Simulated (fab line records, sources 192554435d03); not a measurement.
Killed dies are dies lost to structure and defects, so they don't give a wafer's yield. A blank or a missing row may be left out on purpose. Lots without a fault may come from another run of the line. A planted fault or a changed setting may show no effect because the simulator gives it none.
fab line records | flow n5_finfet
record lots=23 wafers=69 last_day=17
route steps=1938 shown BEOL_M2@914 BEOL_M3@931
lots that met no fault: from a run of the same line without faults
start_h: hours from the record's first day to the start of the lot's first wafer shown | wait_h: hours since the lot's step before | " the same as in the row above | L1.1+2: a row that stands for several wafers | - no value, or no start given | * or withheld: withheld | < > ~ a bound
route shown NAME@n: a module of which the file shows steps, and the number in the route of the first | usual: mean/standard deviation of fault-free wafers | same: alike in all rows | chamber/n: place in a boat | sites: the reading at each site | _std_site: their standard deviation | _edge_site: outer sites' mean less inner sites' | radius_mm: how far each site lies from the wafer's centre | mask NAME#n: copy n | behind: the tool/chamber that last shaped the wafer | hold: why the lot was held/for how many hours/how that ended | device: the transistor (n, p or np) that didn't switch | end of line: the same wafers' tests at the end of the route | a step without rows: its recipe alone | killed: dies lost to structure and defects at the first sort, not the wafer's yield | map: a wafer's dies, x killed, . not, _ none there
set.NAME: the setting as run; set.NAME@STEP: as run at that earlier step | model.NAME: the simulator's own value behind a step, which no gauge read
steps of the route over a sample of lots; a table a step, a row a wafer
services: from which hour (start_h, from the record's first day; less than 0 if before it) a tool's chamber was out of use, for how many hours, and why
## steps
# step N5_BEOL_M2_SPUTTER_90
# recipe material=Cu target_thk_a=45 temp_c=-20 chamber_pressure_pa=0.07 power_w=withheld time_s=8.29
# usual chamber_pressure_pa=0.07001/0.00013 susceptor_temp_C=-20.03/0.093 throttle_valve_pct=29.7/1.1
# columns lot.wafer tool chamber start_h wait_h chamber_pressure_pa susceptor_temp_C throttle_valve_pct
L075.4 pvd_sputter-01 - 144.35 0.1 0.06978 -20.11 31.9
L075.5 " - " " 0.07011 -20.01 28.5
L075.6 " - " " 0.07014 -20.17 29.6
L076.2 pvd_sputter-02 - 156.03 0.1 0.07001 -20.04 28.1
L076.3 " - " " 0.07021 -19.98 30.5
L076.6 " - " " 0.06998 -19.98 30.4
L078.2 pvd_sputter-01 - 160.51 0.1 0.06992 -20.03 29.3
L078.3 " - " " 0.06991 -19.83 32.1
L078.4 " - " " 0.06986 -20.08 28.4
L077.3 pvd_sputter-01 - 163.53 0.1 0.06989 -20.05 28.8
L077.5 " - " " 0.06997 -19.95 32.0
L077.6 " - " " 0.06996 -20.06 29.4
L079.1 pvd_sputter-01 - 167.34 0.1 0.06985 -19.96 29.3
L079.2 " - " " 0.06986 -20.11 32.3
L079.6 " - " " 0.06978 -20.07 29.4
L080.1 pvd_sputter-02 - 169.79 0.1 0.07006 -19.96 30.1
L080.3 " - " " 0.07005 -20.08 30.4
L080.4 " - " " 0.06967 -20.07 30.3
L081.1 pvd_sputter-03 - 181.86 0.1 0.06993 -20.04 30.2
L081.3 " - " " 0.07008 -20.00 30.0
L081.6 " - " " 0.06991 -19.98 28.8
L082.1 pvd_sputter-02 - 182.41 0.1 0.06987 -20.01 30.5
L082.3 " - " " 0.06988 -20.00 28.2
L082.4 " - " " 0.07009 -20.21 30.0
L083.1 pvd_sputter-03 - 185.58 0.1 0.07008 -20.00 30.1
L083.4 " - " " 0.07007 -19.90 30.6
L083.5 " - " " 0.07021 -20.04 29.0
L084.2 pvd_sputter-01 - 195.18 0.1 0.07005 -20.02 29.4
L084.3 " - " " 0.07014 -20.08 28.1
L084.6 " - " " 0.07033 -19.94 29.2
L085.2 pvd_sputter-03 - 204.38 0.1 0.07006 -20.09 30.6
L085.4 " - " " 0.07012 -19.85 30.0
L085.5 " - " " 0.07006 -20.02 30.5
L086.2 pvd_sputter-01 - 213.01 0.1 0.07016 -19.94 29.4
L086.3 " - " " 0.07 -19.93 32.5
L086.6 " - " " 0.07 -20.05 32.0
L087.3 pvd_sputter-01 - 216.86 0.1 0.07002 -20.03 32.1
L087.5 " - " " 0.06996 -20.01 29.5
L087.6 " - " " 0.0702 -19.99 29.3
L088.1 pvd_sputter-01 - 221.90 0.1 0.06988 -20.14 29.6
L088.5 " - " " 0.06984 -19.87 28.6
L088.6 " - " " 0.06996 -20.10 29.4
L089.1 pvd_sputter-01 - 225.82 0.1 0.06991 -20.00 32.3
L089.2 " - " " 0.07008 -20.07 29.2
L089.3 " - " " 0.06993 -19.86 28.1
L090.1 pvd_sputter-01 - 234.58 0.1 0.06994 -20.08 28.5
L090.3 " - " " 0.0701 -19.95 29.1
L090.5 " - " " 0.06999 -19.92 29.3
L091.2 pvd_sputter-02 - 244.86 0.1 0.07012 -19.98 28.2
L091.5 " - " " 0.07009 -20.00 30.3
L091.6 " - " " 0.07001 -19.94 30.4
L092.1 pvd_sputter-02 - 247.65 0.1 0.07004 -20.00 30.4
L092.2 " - " " 0.06999 -19.99 29.6
L092.4 " - " " 0.06998 -20.09 29.9
L093.2 pvd_sputter-01 - 250.64 0.1 0.0699 -19.90 29.6
L093.3 " - " " 0.07001 -20.03 28.5
L093.4 " - " " 0.07014 -20.05 29.4
L094.3 pvd_sputter-03 - 258.81 0.1 0.06987 -19.90 30.3
L094.4 " - " " 0.06995 -20.02 29.0
L094.6 " - " " 0.06993 -20.22 28.6
L095.2 pvd_sputter-01 - 261.52 0.1 0.07004 -20.07 28.2
L095.5 " - " " 0.07001 -20.16 29.6
L095.6 " - " " 0.06997 -20.25 28.5
L096.4 pvd_sputter-02 - 268.14 0.1 0.06988 -19.94 30.1
L096.5 " - " " 0.0702 -20.07 29.9
L096.6 " - " " 0.06991 -20.11 28.2
L097.2 pvd_sputter-01 - 281.24 0.1 0.06991 -19.94 29.0
L097.4 " - " " 0.07011 -19.92 29.3
L097.6 " - " " 0.0699 -19.91 32.1
# step N5_BEOL_M2_CMP_52
# recipe stop_on=SiOC t_overpolish_s=6.8 down_force_psi=1 platen_rpm=50 clearing_platen_down_force_psi=1.5 clearing_platen_rpm=50 post_cmp_clean=cu_alkaline target_thk_nm=40 clearing_platen_pad_velocity_m_s=0.99484 pad_velocity_m_s=0.99484
# usual barrier_field_endpoint_s=24.9/0.82 motor_current_A=6.0/0.72 overpolish_run_s=6.799/0.0085 time_to_endpoint_s=64/4.3
# same t_overpolish_s=6.8
# columns lot.wafer tool chamber start_h wait_h barrier_field_endpoint_s motor_current_A overpolish_run_s time_to_endpoint_s
L075.4 cmp-02 3 145.56 0.1 25.8 4.9 6.789 69
L075.6 " 3 " " 25.5 4.8 6.787 66
L075.5 " 0 " " 24.6 5.3 6.812 60
L076.2 cmp-01 0 157.33 0.2 23.7 6.0 6.788 58
L076.3 " 1 " " 24.6 5.7 6.809 65
L076.6 " 3 " " 25.4 5.9 6.803 64
L078.4 cmp-03 0 161.82 0.1 26.9 6.7 6.813 69
L078.2 " 1 " " 24.4 6.0 6.807 57
L078.3 " 2 " " 24.5 6.6 6.801 57
L077.3 cmp-02 0 164.72 0.2 24.8 5.1 6.798 60
L077.5 " 3 " " 25.0 5.0 6.784 63
L077.6 " 0 " " 24.7 5.0 6.805 60
L079.1 cmp-02 3 168.53 0.3 25.0 5.1 6.798 68
L079.2 " 0 " " 24.5 5.4 6.806 63
L079.6 " 3 " " 26.3 4.7 6.790 69
L080.1 cmp-03 1 170.94 0.3 22.7 5.9 6.801 56
L080.3 " 2 " " 23.0 6.6 6.800 55
L080.4 " 0 " " 24.5 7.1 6.794 65
L081.1 cmp-01 0 183.03 0.3 23.9 6.2 6.812 59
L081.3 " 1 " " 25.1 6.1 6.812 65
L081.6 " 0 " " 24.8 5.9 6.795 61
L082.1 cmp-03 2 183.73 0.3 23.4 6.4 6.787 59
L082.4 " 0 " " 25.1 6.7 6.798 65
L082.3 " 1 " " 23.7 6.1 6.790 57
L083.1 cmp-03 3 186.73 0.3 25.5 7.2 6.801 68
L083.4 " 0 " " 26.0 6.7 6.798 67
L083.5 " 0 " " 26.3 6.6 6.795 69
L084.3 cmp-02 1 196.42 0.3 25.4 6.7 6.813 66
L084.2 " 2 " " 25.2 5.8 6.800 69
L084.6 " 3 " " 25.4 4.9 6.795 67
L085.4 cmp-03 2 205.57 0.2 23.8 6.6 6.797 61
L085.2 " 0 " " 24.6 6.4 6.797 66
L085.5 " 1 " " 24.1 6.1 6.801 59
L086.3 cmp-03 2 214.24 0.2 23.9 6.5 6.801 60
L086.2 " 3 " " 25.3 7.1 6.806 68
L086.6 " 1 " " 23.9 6.1 6.788 57
L087.3 cmp-02 2 218.02 0.2 25.8 6.0 6.811 68
L087.5 " 2 " " 26.5 6.4 6.808 69
L087.6 " 3 " " 25.5 4.9 6.781 67
L088.1 cmp-01 3 223.13 0.3 25.8 6.1 6.794 67
L088.6 " 1 " " 25.7 6.1 6.799 65
L088.5 " 2 " " 25.0 5.2 6.797 62
L089.3 cmp-02 2 227.16 0.3 25.9 5.9 6.784 70
L089.1 " 3 " " 24.6 4.9 6.802 66
L089.2 " 0 " " 24.6 5.4 6.812 62
L090.1 cmp-02 1 235.74 0.3 24.4 6.7 6.787 67
L090.3 " 0 " " 24.6 5.1 6.784 65
L090.5 " 1 " " 25.1 6.4 6.803 67
L091.2 cmp-02 2 246.10 0.3 25.1 6.0 6.814 66
L091.5 " 0 " " 25.2 5.2 6.801 64
L091.6 " 1 " " 25.2 6.4 6.790 67
L092.4 cmp-02 3 248.80 0.1 25.3 5.0 6.796 66
L092.2 " 0 " " 24.1 5.2 6.806 60
L092.1 " 2 " " 25.1 6.1 6.815 70
L093.3 cmp-02 3 252.07 0.2 25.4 5.0 6.794 68
L093.2 " 0 " " 24.4 5.1 6.804 65
L093.4 " 2 " " 26.1 6.1 6.787 70
L094.3 cmp-02 2 259.98 0.2 24.7 6.1 6.800 72
L094.4 " 3 " " 25.0 4.9 6.796 70
L094.6 " 3 " " 25.4 4.8 6.786 70
L095.2 cmp-03 0 262.73 0.2 24.8 6.7 6.789 69
L095.6 " 3 " " 24.4 7.2 6.797 62
L095.5 " 0 " " 24.9 6.3 6.818 63
L096.4 cmp-03 2 269.41 0.2 23.0 7.0 6.803 56
L096.6 " 3 " " 24.7 7.1 6.798 66
L096.5 " 0 " " 24.8 6.4 6.812 62
L097.4 cmp-02 2 282.40 0.1 26.0 6.2 6.787 69
L097.2 " 0 " " 23.9 5.2 6.783 62
L097.6 " 2 " " 24.9 5.5 6.794 68
# step N5_BEOL_M3_ILD_DEP_00
# recipe material=SiOC target_thk_a=790 temp_c=350 precursor=DEMS/O2 pressure_torr=5 rf_w=500 time_s=15.3
# usual heater_power_w=460/73 showerhead_plenum_p_Torr=5.693/0.014 susceptor_temp_C=350.04/0.22 throttle_valve_pct=12.3/0.47
# columns lot.wafer tool chamber start_h wait_h heater_power_w showerhead_plenum_p_Torr susceptor_temp_C throttle_valve_pct
L075.4 pecvd-02 1 146.23 0.1 452 5.673 349.96 12.3
L075.5 " 2 " " 469 5.658 350.01 12.3
L075.6 " 0 " " 532 5.702 350.08 12.4
L076.2 pecvd-02 1 157.91 0.0 495 5.693 349.87 12.3
L076.3 " 2 " " 446 5.685 349.86 12.5
L076.6 " 1 " " 506 5.688 349.77 12.6
L078.2 pecvd-01 2 162.69 0.0 432 5.711 350.02 11.9
L078.3 " 0 " " 409 5.713 350.11 12.8
L078.4 " 2 " " 416 5.691 350.09 12.0
L077.3 pecvd-03 0 165.32 0.0 419 5.712 350.20 13.2
L077.5 " 2 " " 414 5.679 349.60 11.5
L077.6 " 1 " " 561 5.682 350.17 12.2
L079.1 pecvd-03 2 169.17 0.0 387 5.702 350.32 11.7
L079.2 " 1 " " 517 5.680 349.77 12.2
L079.6 " 2 " " 389 5.686 350.23 11.5
L080.1 pecvd-01 0 171.62 0.0 374 5.693 349.87 12.9
L080.3 " 2 " " 465 5.686 350.11 11.9
L080.4 " 1 " " 519 5.697 350.39 12.5
L081.1 pecvd-02 0 183.64 0.0 601 5.711 349.61 12.2
L081.3 " 2 " " 400 5.685 350.31 12.3
L081.6 " 1 " " 507 5.688 349.82 12.1
L082.1 pecvd-03 0 184.34 0.0 437 5.711 350.30 12.8
L082.3 " 2 " " 370 5.695 350.16 11.3
L082.4 " 0 " " 438 5.714 350.21 13.1
L083.1 pecvd-03 2 187.37 0.0 346 5.682 350.05 11.4
L083.4 " 0 " " 410 5.707 350.24 12.8
L083.5 " 1 " " 500 5.668 350.39 11.8
L084.2 pecvd-02 2 196.96 0.0 469 5.676 350.37 12.5
L084.3 " 0 " " 617 5.700 350.29 12.3
L084.6 " 1 " " 526 5.673 349.87 12.0
L085.2 pecvd-03 0 206.15 0.0 353 5.719 350.19 12.8
L085.4 " 2 " " 355 5.694 349.70 11.8
L085.5 " 0 " " 351 5.714 350.17 13.1
L086.2 pecvd-01 0 214.81 0.0 400 5.688 349.73 12.6
L086.3 " 2 " " 451 5.694 350.13 12.1
L086.6 " 1 " " 582 5.692 349.82 12.4
L087.3 pecvd-03 0 218.66 0.0 355 5.697 349.71 13.0
L087.5 " 2 " " 347 5.690 350.25 11.9
L087.6 " 0 " " 356 5.703 350.00 13.0
L088.1 pecvd-03 2 223.67 0.0 387 5.696 349.89 11.8
L088.5 " 0 " " 386 5.705 350.33 12.9
L088.6 " 2 " " 403 5.705 349.66 11.6
L089.1 pecvd-03 1 227.74 0.0 564 5.673 349.99 12.3
L089.2 " 0 " " 429 5.706 349.88 12.7
L089.3 " 2 " " 406 5.692 349.75 11.7
L090.1 pecvd-03 2 236.35 0.0 369 5.708 349.85 11.9
L090.3 " 1 " " 552 5.680 350.05 11.9
L090.5 " 1 " " 545 5.680 350.28 12.3
L091.2 pecvd-03 2 246.64 0.0 425 5.708 350.26 11.5
L091.5 " 1 " " 496 5.682 349.98 12.1
L091.6 " 2 " " 433 5.710 350.21 11.7
L092.1 pecvd-01 1 249.42 0.0 574 5.691 349.74 12.4
L092.2 " 0 " " 429 5.697 350.24 12.6
L092.4 " 0 " " 438 5.702 350.36 12.9
L093.2 pecvd-03 0 252.69 0.0 410 5.704 350.06 13.1
L093.3 " 1 " " 503 5.673 350.21 12.1
L093.4 " 2 " " 371 5.700 350.30 11.6
L094.3 pecvd-01 1 260.65 0.0 590 5.699 349.99 12.5
L094.4 " 0 " " 461 5.720 349.96 12.7
L094.6 " 1 " " 582 5.697 350.07 12.3
L095.2 pecvd-03 0 263.31 0.0 357 5.706 349.99 13.1
L095.5 " 2 " " 422 5.698 349.64 11.8
L095.6 " 1 " " 561 5.671 349.56 12.2
L096.4 pecvd-03 2 269.93 0.1 425 5.711 350.14 11.8
L096.5 " 0 " " 425 5.702 350.03 13.0
L096.6 " 1 " " 495 5.678 349.69 12.1
L097.2 pecvd-01 2 283.02 0.0 411 5.685 350.21 11.9
L097.4 " 2 " " 422 5.679 350.13 12.0
L097.6 " 1 " " 502 5.683 350.27 12.4
# step N5_BEOL_M3_ETCH_64
# recipe chemistry=N2/H2 target=SOC target_depth_a=750 overetch_a=150 mask_material=SiARC temp_c=40 time_s=112.5 ion_energy_ev=200 pressure_mtorr=30 source_w=840 bias_w=150 n2_flow_sccm=200 h2_flow_sccm=200
# usual bias_w=150.0/0.5 drypump_motor_current_A=5.5/0.58 oes_product_au=0.61/0.057 rf_vpp_V=523/3 showerhead_plenum_p_Torr=2.52/0.1 throttle_valve_pct=17.9/0.31
# columns lot.wafer tool chamber start_h wait_h bias_w drypump_motor_current_A oes_product_au rf_hours_counter_h rf_vpp_V showerhead_plenum_p_Torr throttle_valve_pct
L075.4 rie_diel-02 2 148.32 0.0 149.9 5.7 0.68 64 522 2.45 17.7
L075.5 " 3 " " 150.4 6.0 0.54 - 527 2.62 18.0
L075.6 " 2 " " 150.1 5.6 0.68 - 524 2.45 17.7
L076.2 rie_diel-06 1 159.33 0.0 149.5 5.4 0.64 92 527 2.65 17.4
L076.3 " 2 " " 150.9 4.7 0.56 221 523 2.51 18.2
L076.6 " 3 " " 151.3 4.8 0.66 - 524 2.56 17.7
L078.2 rie_diel-03 3 165.27 0.0 150.3 6.5 0.56 226 519 2.40 17.8
L078.3 " 2 " " 149.5 5.3 0.69 38 522 2.48 17.8
L078.4 " 0 " " 150.2 6.0 0.55 207 526 2.63 17.7
L077.3 rie_diel-03 3 166.11 0.0 149.9 6.5 0.56 227 520 2.40 17.8
L077.5 " 2 " " 150.1 5.3 0.69 - 522 2.48 17.8
L077.6 " 3 " " 150.5 6.4 0.56 - 520 2.40 17.8
L079.1 rie_diel-03 3 171.54 0.0 149.0 6.5 0.56 228 521 2.40 17.8
L079.2 " 1 " " 149.4 5.0 0.71 24 527 2.72 17.6
L079.6 " 3 " " 149.7 6.5 0.55 - 520 2.40 17.8
L080.1 rie_diel-02 1 173.81 0.0 150.4 5.4 0.56 229 524 2.49 18.2
L080.3 " 0 " " 150.3 5.7 0.59 140 518 2.36 18.3
L080.4 " 0 " " 150.2 5.7 0.59 - 519 2.36 18.2
L081.1 rie_diel-03 1 184.42 0.0 149.9 5.0 0.70 29 527 2.71 17.6
L081.3 " 2 " " 150.3 5.3 0.67 45 523 2.48 17.8
L081.6 " 3 " " 150.9 6.5 0.56 - 520 2.40 17.8
L082.1 rie_diel-06 0 185.68 0.0 150.7 6.2 0.57 222 520 2.42 18.4
L082.3 " 1 " " 149.4 5.4 0.63 99 528 2.64 17.4
L082.4 " 3 " " 150.0 4.8 0.65 94 525 2.55 17.7
L083.1 rie_diel-03 1 189.92 0.0 149.2 5.0 0.70 31 529 2.71 17.6
L083.4 " 3 " " 150.3 6.5 0.55 - 521 2.40 17.8
L083.5 " 2 " " 149.6 5.3 0.68 - 521 2.47 17.8
L084.2 rie_diel-06 1 197.71 0.0 150.2 5.4 0.62 103 529 2.64 17.5
L084.3 " 2 " " 149.9 4.7 0.56 232 523 2.51 18.2
L084.6 " 3 " " 150.7 4.7 0.65 - 523 2.55 17.8
L085.2 rie_diel-02 3 207.80 0.0 149.3 6.0 0.76 9 525 2.62 17.5
L085.4 " 2 " " 150.3 5.6 0.67 84 522 2.45 17.8
L085.5 " 3 " " 149.5 6.0 0.76 - 526 2.62 17.5
L086.2 rie_diel-02 1 215.64 0.0 150.0 5.4 0.55 242 523 2.49 18.2
L086.3 " 0 " " 149.2 5.7 0.58 152 518 2.36 18.3
L086.6 " 3 " " 150.3 6.0 0.76 - 525 2.62 17.5
L087.3 rie_diel-03 1 221.60 0.0 148.7 5.0 0.68 44 527 2.71 17.6
L087.5 " 3 " " 150.4 6.4 0.54 - 521 2.39 17.8
L087.6 " 2 " " 150.6 5.2 0.66 - 522 2.47 17.8
L088.1 rie_diel-06 1 225.12 0.0 149.7 5.4 0.62 111 526 2.64 17.5
L088.5 " 3 " " 151.2 4.7 0.64 - 525 2.55 17.8
L088.6 " 2 " " 150.0 4.7 0.55 - 523 2.50 18.2
L089.1 rie_diel-06 2 231.57 0.0 150.2 4.7 0.55 243 524 2.50 18.2
L089.2 " 1 " " 150.1 5.4 0.62 113 528 2.64 17.5
L089.3 " 3 " " 150.1 4.7 0.64 109 524 2.55 17.8
L090.1 rie_diel-06 3 238.12 0.0 148.9 4.8 0.64 110 523 2.55 17.8
L090.3 " 0 " " 150.2 6.2 0.56 236 520 2.42 18.4
L090.5 " 1 " " 149.8 5.4 0.62 - 528 2.64 17.5
L091.2 rie_diel-06 1 248.12 0.0 150.2 5.4 0.61 117 526 2.64 17.5
L091.5 " 3 " " 149.5 4.7 0.64 - 524 2.55 17.8
L091.6 " 1 " " 150.3 5.4 0.62 - 527 2.64 17.5
L092.1 rie_diel-02 3 251.17 0.0 149.7 6.0 0.72 22 525 2.61 17.5
L092.2 " 0 " " 149.0 5.7 0.58 162 518 2.35 18.3
L092.4 " 2 " " 149.6 5.6 0.64 - 520 2.44 17.8
L093.2 rie_diel-03 1 254.77 0.0 149.9 5.0 0.66 58 527 2.70 17.6
L093.3 " 2 " " 150.4 5.3 0.65 74 522 2.46 17.8
L093.4 " 1 " " 150.1 5.1 0.67 - 529 2.70 17.6
L094.3 rie_diel-06 3 263.25 0.0 149.4 4.8 0.63 119 524 2.54 17.8
L094.4 " 3 " " 149.6 4.8 0.63 - 524 2.54 17.8
L094.6 " 1 " " 149.8 5.4 0.61 - 527 2.63 17.5
L095.2 rie_diel-06 0 264.67 0.0 150.2 6.3 0.55 246 521 2.41 18.4
L095.5 " 0 " " 150.2 6.2 0.56 - 520 2.41 18.4
L095.6 " 1 " " 149.8 5.4 0.62 - 528 2.63 17.5
L096.4 rie_diel-06 3 271.95 0.1 150.3 4.7 0.63 - 525 2.54 17.8
L096.5 " 1 " " 150.2 5.4 0.61 - 527 2.63 17.5
L096.6 " 0 " " 149.7 6.3 0.56 - 521 2.41 18.4
L097.2 rie_diel-06 0 285.93 0.0 149.6 6.3 0.56 256 521 2.41 18.4
L097.4 " 1 " " 150.4 5.4 0.61 - 527 2.63 17.5
L097.6 " 3 " " 149.7 4.8 0.64 - 524 2.54 17.8
# step N5_BEOL_M3_STRIP_66
# recipe chemistry=CF4 resist=SiARC power_w=300 bias_power_w=75 pressure_mtorr=50 cf4_flow_sccm=150 rf_frequency_hz=6e+07
# usual drypump_motor_current_A=5.5/0.58 oes_product_au=0.77/0.072 rf_vpp_V=270.7/1.8 showerhead_plenum_p_Torr=1.78/0.071 throttle_valve_pct=13.71/0.29
# columns lot.wafer tool chamber start_h wait_h drypump_motor_current_A oes_product_au rf_hours_counter_h rf_vpp_V showerhead_plenum_p_Torr throttle_valve_pct
L075.4 rie_diel-02 2 148.45 0.0 5.7 0.84 64 271.0 1.74 13.44
L075.5 " 3 " " 6.0 0.69 - 271.9 1.83 13.71
L075.6 " 2 " " 5.6 0.84 - 270.9 1.74 13.45
L076.2 rie_diel-06 1 159.46 0.0 5.4 0.80 92 272.6 1.90 13.48
L076.3 " 2 " " 4.8 0.70 221 271.6 1.78 13.93
L076.6 " 3 " " 4.7 0.82 - 272.1 1.80 13.59
L078.2 rie_diel-03 3 165.40 0.0 6.4 0.69 226 269.6 1.72 13.81
L078.3 " 2 " " 5.3 0.86 38 268.8 1.73 13.47
L078.4 " 0 " " 5.9 0.69 207 270.9 1.86 13.70
L077.3 rie_diel-03 3 166.24 0.0 6.5 0.70 227 268.0 1.72 13.80
L077.5 " 2 " " 5.3 0.86 - 270.3 1.73 13.49
L077.6 " 3 " " 6.4 0.70 - 270.2 1.72 13.80
L079.1 rie_diel-03 3 171.67 0.0 6.5 0.70 228 269.9 1.72 13.80
L079.2 " 1 " " 5.0 0.89 24 272.9 1.90 13.23
L079.6 " 3 " " 6.5 0.70 - 268.3 1.72 13.79
L080.1 rie_diel-02 1 173.94 0.0 5.4 0.69 229 270.6 1.77 14.04
L080.3 " 0 " " 5.8 0.74 140 267.0 1.68 13.90
L080.4 " 0 " " 5.7 0.74 - 266.5 1.68 13.88
L081.1 rie_diel-03 1 184.54 0.0 5.0 0.87 29 273.7 1.90 13.26
L081.3 " 2 " " 5.2 0.85 45 270.1 1.73 13.50
L081.6 " 3 " " 6.4 0.70 - 270.2 1.72 13.82
L082.1 rie_diel-06 0 185.81 0.0 6.2 0.71 222 269.8 1.72 14.17
L082.3 " 1 " " 5.4 0.78 100 272.9 1.89 13.51
L082.4 " 3 " " 4.8 0.82 94 271.8 1.80 13.62
L083.1 rie_diel-03 1 190.04 0.0 5.0 0.88 31 274.4 1.90 13.24
L083.4 " 3 " " 6.4 0.70 - 269.1 1.72 13.83
L083.5 " 2 " " 5.3 0.85 - 270.4 1.73 13.51
L084.2 rie_diel-06 1 197.84 0.0 5.4 0.79 103 271.4 1.89 13.50
L084.3 " 2 " " 4.7 0.70 232 271.0 1.78 13.95
L084.6 " 3 " " 4.7 0.81 - 269.3 1.80 13.62
L085.2 rie_diel-02 3 207.93 0.0 6.0 0.95 9 272.9 1.82 13.16
L085.4 " 2 " " 5.7 0.82 84 271.2 1.74 13.48
L085.5 " 3 " " 6.0 0.95 - 269.5 1.82 13.14
L086.2 rie_diel-02 1 215.76 0.0 5.4 0.68 242 270.6 1.76 14.07
L086.3 " 0 " " 5.7 0.74 152 268.8 1.67 13.94
L086.6 " 3 " " 6.0 0.94 - 271.9 1.82 13.16
L087.3 rie_diel-03 1 221.73 0.0 5.0 0.85 45 274.0 1.90 13.29
L087.5 " 3 " " 6.5 0.69 - 269.9 1.72 13.84
L087.6 " 2 " " 5.3 0.82 - 269.4 1.73 13.55
L088.1 rie_diel-06 1 225.25 0.0 5.4 0.77 111 273.5 1.89 13.53
L088.5 " 3 " " 4.7 0.81 - 271.9 1.80 13.63
L088.6 " 2 " " 4.7 0.69 - 270.1 1.77 13.96
L089.1 rie_diel-06 2 231.70 0.0 4.7 0.69 243 269.6 1.77 13.97
L089.2 " 1 " " 5.4 0.77 113 273.2 1.89 13.54
L089.3 " 3 " " 4.8 0.80 109 270.9 1.80 13.66
L090.1 rie_diel-06 3 238.24 0.0 4.8 0.79 110 272.7 1.80 13.63
L090.3 " 0 " " 6.2 0.70 236 268.2 1.72 14.19
L090.5 " 1 " " 5.4 0.77 - 272.7 1.89 13.55
L091.2 rie_diel-06 1 248.24 0.0 5.4 0.77 117 273.0 1.89 13.54
L091.5 " 3 " " 4.7 0.80 - 271.8 1.80 13.65
L091.6 " 1 " " 5.4 0.77 - 272.2 1.89 13.55
L092.1 rie_diel-02 3 251.30 0.0 6.0 0.91 23 270.7 1.82 13.18
L092.2 " 0 " " 5.7 0.73 162 268.4 1.67 13.93
L092.4 " 2 " " 5.7 0.82 - 269.2 1.73 13.50
L093.2 rie_diel-03 1 254.90 0.0 5.0 0.84 58 273.5 1.89 13.31
L093.3 " 2 " " 5.3 0.81 74 270.6 1.72 13.57
L093.4 " 1 " " 5.0 0.83 - 271.5 1.89 13.32
L094.3 rie_diel-06 3 263.37 0.0 4.7 0.79 119 271.4 1.79 13.66
L094.4 " 3 " " 4.7 0.79 - 271.7 1.80 13.66
L094.6 " 1 " " 5.4 0.76 - 273.5 1.89 13.56
L095.2 rie_diel-06 0 264.80 0.0 6.2 0.69 246 267.3 1.72 14.23
L095.5 " 0 " " 6.2 0.70 - 268.4 1.72 14.23
L095.6 " 1 " " 5.4 0.77 - 271.8 1.89 13.57
L096.4 rie_diel-06 3 272.03 0.0 4.8 0.79 - 271.3 1.79 13.67
L096.5 " 1 " " 5.4 0.76 - 271.8 1.89 13.58
L096.6 " 0 " " 6.2 0.69 - 267.7 1.71 14.23
L097.2 rie_diel-06 0 286.06 0.0 6.2 0.69 256 269.1 1.71 14.24
L097.4 " 1 " " 5.4 0.75 - 271.8 1.88 13.59
L097.6 " 3 " " 4.8 0.78 - 271.5 1.79 13.68
# step N5_BEOL_M3_CD_MEAS_28
# recipe target_cd_nm=25.7 landing_energy_ev=500 detector=se_inlens target_cd_y_nm=23.3 polarity=opening
# usual cd_nm=25.76/0.29
# columns lot.wafer tool chamber start_h wait_h cd_nm
L075.4 cd_sem-03 0 149.12 - 25.52
L075.5 " 0 " " 25.83
L075.6 " 0 " " 25.88
L076.2 cd_sem-02 0 160.13 - 25.65
L076.3 " 0 " " 25.17
L076.6 " 0 " " 25.60
L078.2 cd_sem-03 0 166.03 - 25.44
L078.3 " 0 " " 25.21
L078.4 " 0 " " 25.78
L077.3 cd_sem-01 0 166.93 - 25.28
L077.5 " 0 " " 25.26
L077.6 " 0 " " 25.21
L079.1 cd_sem-02 0 172.22 - 25.93
L079.2 " 0 " " 25.95
L079.6 " 0 " " 25.78
L080.1 cd_sem-01 0 174.65 - 25.72
L080.3 " 0 " " 25.88
L080.4 " 0 " " 25.83
L081.1 cd_sem-02 0 185.23 - 25.45
L081.3 " 0 " " 25.65
L081.6 " 0 " " 25.78
L082.1 cd_sem-03 0 186.39 - 26.03
L082.3 " 0 " " 25.91
L082.4 " 0 " " 25.94
L083.1 cd_sem-03 0 190.79 - 26.26
L083.4 " 0 " " 26.01
L083.5 " 0 " " 25.88
L084.2 cd_sem-01 0 198.51 - 25.50
L084.3 " 0 " " 25.53
L084.6 " 0 " " 25.43
L085.2 cd_sem-02 0 208.60 - 25.83
L085.4 " 0 " " 25.45
L085.5 " 0 " " 26.00
L086.2 cd_sem-02 0 216.34 - 25.91
L086.3 " 0 " " 25.61
L086.6 " 0 " " 25.47
L087.3 cd_sem-03 0 222.29 - 26.01
L087.5 " 0 " " 25.79
L087.6 " 0 " " 25.70
L088.1 cd_sem-01 0 225.79 - 25.56
L088.5 " 0 " " 26.02
L088.6 " 0 " " 25.59
L089.1 cd_sem-02 0 232.42 - 25.65
L089.2 " 0 " " 25.67
L089.3 " 0 " " 25.83
L090.1 cd_sem-02 0 238.80 - 25.85
L090.3 " 0 " " 26.41
L090.5 " 0 " " 26.33
L091.2 cd_sem-02 0 248.78 - 25.02
L091.5 " 0 " " 25.36
L091.6 " 0 " " 25.68
L092.1 cd_sem-03 0 251.91 - 25.77
L092.2 " 0 " " 25.88
L092.4 " 0 " " 26.11
L093.2 cd_sem-01 0 255.44 - 25.69
L093.3 " 0 " " 26.02
L093.4 " 0 " " 26.13
L094.3 cd_sem-02 0 264.05 - 25.81
L094.4 " 0 " " 25.53
L094.6 " 0 " " 25.48
L095.2 cd_sem-03 0 265.43 - 25.91
L095.5 " 0 " " 25.65
L095.6 " 0 " " 26.23
L096.4 cd_sem-03 0 272.70 - 25.08
L096.5 " 0 " " 25.16
L096.6 " 0 " " 25.63
L097.2 cd_sem-03 0 286.73 - 26.10
L097.4 " 0 " " 26.04
L097.6 " 0 " " 26.29
## services
# columns tool chamber start_h hours kind
pecvd-01 2 126.20 21.6 repair
cmp-03 - 128.69 10.4 pm
cmp-02 - 132.10 4.0 pm
cmp-01 - 141.81 1.9 repair
pecvd-03 - 150.42 1.3 repair
rie_diel-06 0 163.38 9.6 repair
cmp-03 - 165.98 4.6 repair
pecvd-01 - 177.10 1.7 repair
cmp-01 - 187.15 1.7 repair
cmp-03 - 195.14 4.0 pm
cmp-01 - 207.58 2.0 repair
cmp-02 - 225.38 0.5 repair
cmp-01 - 226.68 4.9 pm
cmp-01 - 234.43 27.3 repair
pecvd-03 0 235.17 7.8 repair
pecvd-02 - 236.17 23.9 repair
rie_diel-06 2 262.16 - clean
rie_diel-06 2 262.16 - consumable_replace:focus_ring
cmp-01 - 264.17 4.0 pm
pecvd-01 - 264.89 5.5 pm
rie_diel-03 0 274.83 3.8 repair
rie_diel-06 3 276.39 6.5 repair
rie_diel-02 3 277.39 11.6 repair
cmp-01 - 281.64 1.9 repair
## key
fault none
